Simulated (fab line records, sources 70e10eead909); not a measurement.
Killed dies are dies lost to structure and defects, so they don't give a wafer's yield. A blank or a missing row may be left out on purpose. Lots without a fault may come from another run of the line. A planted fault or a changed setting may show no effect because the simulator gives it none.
Which tool did it? | flow nand_harc | 15 lots, 45 wafers sampled, at 4 steps of a route of 1302

WHAT THE GAUGES READ, wafer by wafer
The record holds no reading of a measuring or inspecting step that can be judged against a usual standard deviation.

WHICH TOOL RAN EACH LOT (tool, then ch and the chambers of the sampled wafers, then the start)
lot  | NHARC_A_CONTACT_DESCUM_47          | NHARC_A_CONTACT_ETCH_51                       | NHARC_A_CONTACT_ETCH_119             | NHARC_A_CONTACT_ETCH_120
L275 | rie_diel-01 ch 0,2,3, day 21 04:53 | rie_diel-01 ch 1,2, day 21 08:07 or earlier   | har_cap_etch-03 ch 0,1, day 21 08:07 | har_cap_etch-03 ch 0,1, day 21 08:17
L278 | rie_diel-07 ch 0,1,2, day 22 01:12 | rie_diel-07 ch 0,1,3, day 22 04:52 or earlier | har_cap_etch-02 ch 0,1, day 22 04:52 | har_cap_etch-02 ch 0,1, day 22 05:02
L277 | rie_diel-01 ch 1,2,3, day 22 08:31 | rie_diel-01 ch 0,3, day 22 11:46 or earlier   | har_cap_etch-02 ch 0,1, day 22 11:46 | har_cap_etch-02 ch 0,1, day 22 11:56
L279 | rie_diel-07 ch 0,1, day 22 19:36   | rie_diel-07 ch 1,2,3, day 22 23:26 or earlier | har_cap_etch-01 ch 0,1, day 22 23:26 | har_cap_etch-01 ch 0,1, day 22 23:40
L280 | rie_diel-07 ch 2,3, day 23 08:57   | rie_diel-07 ch 2,3, day 23 12:11 or earlier   | har_cap_etch-02 ch 0,1, day 23 12:11 | har_cap_etch-02 ch 0,1, day 23 12:21
L281 | rie_diel-01 ch 0,2,3, day 23 12:08 | rie_diel-01 ch 0,1,2, day 23 15:21 or earlier | har_cap_etch-03 ch 0,1, day 23 15:21 | har_cap_etch-03 ch 0,1, day 23 15:32
L282 | rie_diel-07 ch 2,3, day 24 10:35   | rie_diel-07 ch 1,2, day 24 13:53 or earlier   | har_cap_etch-02 ch 0,1, day 24 13:53 | har_cap_etch-02 ch 0,1, day 24 14:04
L284 | rie_diel-01 ch 0,3, day 25 18:00   | rie_diel-01 ch 0,1,3, day 25 22:02 or earlier | har_cap_etch-02 ch 0,1, day 25 22:02 | har_cap_etch-02 ch 0,1, day 25 22:15
L286 | rie_diel-07 ch 0,2,3, day 25 18:10 | rie_diel-07 ch 1,2,3, day 25 21:54 or earlier | har_cap_etch-01 ch 0,1, day 25 21:54 | har_cap_etch-01 ch 0,1, day 25 22:08
L283 | rie_diel-01 ch 1,3, day 25 18:31   | rie_diel-01 ch 0,1,3, day 25 23:08 or earlier | har_cap_etch-03 ch 0,1, day 25 23:08 | har_cap_etch-03 ch 0,1, day 25 23:18
L290 | rie_diel-05 ch 0,1,3, day 27 00:49 | rie_diel-05 ch 0,2,3, day 27 04:02 or earlier | har_cap_etch-02 ch 0,1, day 27 04:02 | har_cap_etch-02 ch 0,1, day 27 04:12
L289 | rie_diel-07 ch 0,1,3, day 27 01:34 | rie_diel-07 ch 1,2,3, day 27 04:52 or earlier | har_cap_etch-01 ch 0,1, day 27 04:52 | har_cap_etch-01 ch 0,1, day 27 05:02
L288 | rie_diel-05 ch 0,1,3, day 27 02:38 | rie_diel-05 ch 1,3, day 27 05:58 or earlier   | har_cap_etch-03 ch 0,1, day 27 05:58 | har_cap_etch-03 ch 0,1, day 27 06:08
L298 | rie_diel-01 ch 2,3, day 30 07:02   | rie_diel-01 ch 0,1,2, day 30 10:24 or earlier | har_cap_etch-03 ch 0,1, day 30 10:24 | har_cap_etch-03 ch 0,1, day 30 10:34
L297 | rie_diel-01 ch 0,1, day 30 21:43   | rie_diel-01 ch 0,1,3, day 31 00:56 or earlier | har_cap_etch-02 ch 0,1, day 31 00:56 | har_cap_etch-02 ch 0,1, day 31 01:06
- NHARC_A_CONTACT_DESCUM_47: chemistry O2, time 3 s.
- NHARC_A_CONTACT_ETCH_51: etches the open film in O2/COS, target depth 7000 nm, time 1820 s.
- NHARC_A_CONTACT_ETCH_119: etches the open film in C4F8/O2/Ar, time 190 s, target depth 1850 nm.
- NHARC_A_CONTACT_ETCH_120: etches the open film in C4F8/O2/Ar, time 190 s, target depth 1850 nm.

WHAT THE TOOLS THEMSELVES READ (means of the sampled wafers that have a number; where no wafer has one, the mark that the record gives instead)
NHARC_A_CONTACT_DESCUM_47. Usual: drypump_motor_current_A 5.8 A, standard deviation 0.39; oes_product_au 0.999 a.u., standard deviation 0.0074; rf_vpp_V 57.7 V, standard deviation 0.85; showerhead_plenum_p_Torr 1.92 Torr, standard deviation 0.083; throttle_valve_pct 11.310 %, standard deviation 0.0094.
lot  | tool        | drypump_motor_current_A (A) | oes_product_au (a.u.) | rf_vpp_V (V) | showerhead_plenum_p_Torr (Torr) | throttle_valve_pct (%) | flag
L275 | rie_diel-01 | 5.9                         | 0.989                 | 57.6         | 1.92                            | 11.312                 |
L278 | rie_diel-07 | 5.5                         | 0.998                 | 58.5         | 1.85                            | 11.321                 |
L277 | rie_diel-01 | 5.8                         | 0.996                 | 57.7         | 1.91                            | 11.307                 |
L279 | rie_diel-07 | 5.3                         | 1.013                 | 57.1         | 1.81                            | 11.313                 |
L280 | rie_diel-07 | 5.8                         | 0.994                 | 58.0         | 1.91                            | 11.310                 |
L281 | rie_diel-01 | 5.8                         | 1.000                 | 58.0         | 1.92                            | 11.303                 |
L282 | rie_diel-07 | 5.8                         | 1.004                 | 57.9         | 1.91                            | 11.318                 |
L284 | rie_diel-01 | 5.9                         | 0.995                 | 57.9         | 1.96                            | 11.315                 |
L286 | rie_diel-07 | 5.6                         | 0.997                 | 58.3         | 1.87                            | 11.310                 |
L283 | rie_diel-01 | 5.8                         | 1.002                 | 58.4         | 1.94                            | 11.309                 |
L290 | rie_diel-05 | 6.0                         | 0.997                 | 57.9         | 1.93                            | 11.312                 |
L289 | rie_diel-07 | 5.8                         | 1.000                 | 57.8         | 1.87                            | 11.318                 |
L288 | rie_diel-05 | 6.0                         | 1.009                 | 58.5         | 1.93                            | 11.309                 |
L298 | rie_diel-01 | 5.7                         | 1.002                 | 57.6         | 1.85                            | 11.315                 |
L297 | rie_diel-01 | 5.9                         | 0.992                 | 58.4         | 2.00                            | 11.310                 |

NHARC_A_CONTACT_ETCH_51. Usual: bias_w 300.0 W, standard deviation 0.87; chamber_pressure_mTorr 20.001 mTorr, standard deviation 0.02; drypump_motor_current_A 5.8 A, standard deviation 0.39; oes_product_au 0.999 a.u., standard deviation 0.007; rf_vpp_V 314.3 V, standard deviation 1.9; showerhead_plenum_p_Torr 3.13 Torr, standard deviation 0.13; throttle_valve_pct 28.330 %, standard deviation 0.0083.
lot  | tool        | bias_w (W) | chamber_pressure_mTorr (mTorr) | drypump_motor_current_A (A) | oes_product_au (a.u.) | rf_vpp_V (V) | showerhead_plenum_p_Torr (Torr) | throttle_valve_pct (%) | flag
L275 | rie_diel-01 | 300.5      | 19.992                         | 5.9                         | 0.998                 | 315.1        | 3.20                            | 28.329                 |
L278 | rie_diel-07 | 300.6      | 20.007                         | 5.8                         | 0.993                 | 312.7        | 3.08                            | 28.336                 |
L277 | rie_diel-01 | 299.9      | 19.995                         | 5.9                         | 1.001                 | 315.2        | 3.21                            | 28.330                 |
L279 | rie_diel-07 | 300.5      | 19.987                         | 5.9                         | 0.995                 | 313.2        | 3.13                            | 28.331                 |
L280 | rie_diel-07 | 299.6      | 20.000                         | 5.8                         | 1.005                 | 314.2        | 3.11                            | 28.326                 |
L281 | rie_diel-01 | 299.7      | 19.998                         | 5.9                         | 1.000                 | 316.4        | 3.21                            | 28.322                 |
L282 | rie_diel-07 | 300.7      | 19.999                         | 5.9                         | 1.006                 | 313.3        | 3.07                            | 28.332                 |
L284 | rie_diel-01 | 300.0      | 20.001                         | 5.9                         | 0.992                 | 315.5        | 3.18                            | 28.333                 |
L286 | rie_diel-07 | 299.9      | 20.028                         | 6.0                         | 0.990                 | 314.4        | 3.11                            | 28.335                 |
L283 | rie_diel-01 | 299.6      | 20.008                         | 5.8                         | 0.993                 | 315.1        | 3.18                            | 28.338                 |
L290 | rie_diel-05 | 299.4      | 20.008                         | 6.2                         | 1.000                 | 313.7        | 3.12                            | 28.331                 |
L289 | rie_diel-07 | 300.2      | 20.007                         | 5.9                         | 1.002                 | 313.0        | 3.11                            | 28.333                 |
L288 | rie_diel-05 | 299.9      | 19.989                         | 5.7                         | 0.995                 | 313.6        | 3.07                            | 28.329                 |
L298 | rie_diel-01 | 300.6      | 19.999                         | 5.9                         | 1.004                 | 314.4        | 3.20                            | 28.334                 |
L297 | rie_diel-01 | 299.6      | 19.989                         | 5.8                         | 1.006                 | 315.0        | 3.17                            | 28.330                 |

NHARC_A_CONTACT_ETCH_119. Usual: chamber_pressure_mTorr 20.003 mTorr, standard deviation 0.019; oes_air_line_au 0.999 a.u., standard deviation 0.019.
lot  | tool            | chamber_pressure_mTorr (mTorr) | oes_air_line_au (a.u.) | flag
L275 | har_cap_etch-03 | 19.993                         | 1.009                  |
L278 | har_cap_etch-02 | 20.006                         | 1.009                  |
L277 | har_cap_etch-02 | 19.999                         | 1.018                  |
L279 | har_cap_etch-01 | 20.018                         | 1.009                  |
L280 | har_cap_etch-02 | 19.983                         | 0.984                  |
L281 | har_cap_etch-03 | 20.007                         | 0.991                  |
L282 | har_cap_etch-02 | 20.014                         | 0.991                  |
L284 | har_cap_etch-02 | 20.014                         | 1.009                  |
L286 | har_cap_etch-01 | 19.983                         | 0.983                  |
L283 | har_cap_etch-03 | 20.007                         | 1.000                  |
L290 | har_cap_etch-02 | 20.004                         | 1.011                  |
L289 | har_cap_etch-01 | 20.027                         | 1.003                  |
L288 | har_cap_etch-03 | 19.998                         | 0.986                  |
L298 | har_cap_etch-03 | 19.986                         | 1.010                  |
L297 | har_cap_etch-02 | 20.018                         | 0.974                  |

NHARC_A_CONTACT_ETCH_120. Usual: chamber_pressure_mTorr 20.000 mTorr, standard deviation 0.019; oes_air_line_au 1.005 a.u., standard deviation 0.02.
lot  | tool            | chamber_pressure_mTorr (mTorr) | oes_air_line_au (a.u.) | flag
L275 | har_cap_etch-03 | 20.013                         | 0.993                  |
L278 | har_cap_etch-02 | 19.997                         | 0.990                  |
L277 | har_cap_etch-02 | 20.019                         | 0.996                  |
L279 | har_cap_etch-01 | 19.985                         | 1.010                  |
L280 | har_cap_etch-02 | 19.971                         | 0.998                  |
L281 | har_cap_etch-03 | 20.017                         | 1.025                  |
L282 | har_cap_etch-02 | 19.997                         | 1.007                  |
L284 | har_cap_etch-02 | 19.996                         | 1.015                  |
L286 | har_cap_etch-01 | 20.004                         | 1.023                  |
L283 | har_cap_etch-03 | 19.990                         | 0.979                  |
L290 | har_cap_etch-02 | -                              | -                      | OFF
L289 | har_cap_etch-01 | -                              | -                      | OFF
L288 | har_cap_etch-03 | -                              | -                      | OFF
L298 | har_cap_etch-03 | 20.005                         | 0.975                  |
L297 | har_cap_etch-02 | 20.001                         | 1.013                  |

THE ANSWER, worked out from the rows above alone
Rule: a lot is off if the mean of its wafers that have a number lies more than 3 standard deviations from the usual mean. A lot without any number at a reading at which 4 lots or more have one is off too. The other lots that the step has rows for count as sound. The gauges are gone through in route order, then the tools' own readings, and for those a lot's mean is taken as printed above. The first step at which some lot is off is used, and at that step the reading that is off furthest; a lot without a number counts as furthest.
Off: L290, L289, L288, at NHARC_A_CONTACT_ETCH_120 (chamber_pressure_mTorr). Without a number there: L290, L289, L288.
A tool fits if, at that step or a process step before it, it ran every lot that is off, and no sound lot after the first of them. NHARC_A_CONTACT_ETCH_51 gives no start for some lots, so the hours and the order of its lots are those of NHARC_A_CONTACT_ETCH_119. None of those tried fits.

WHAT THE SIMULATOR HAD PUT IN
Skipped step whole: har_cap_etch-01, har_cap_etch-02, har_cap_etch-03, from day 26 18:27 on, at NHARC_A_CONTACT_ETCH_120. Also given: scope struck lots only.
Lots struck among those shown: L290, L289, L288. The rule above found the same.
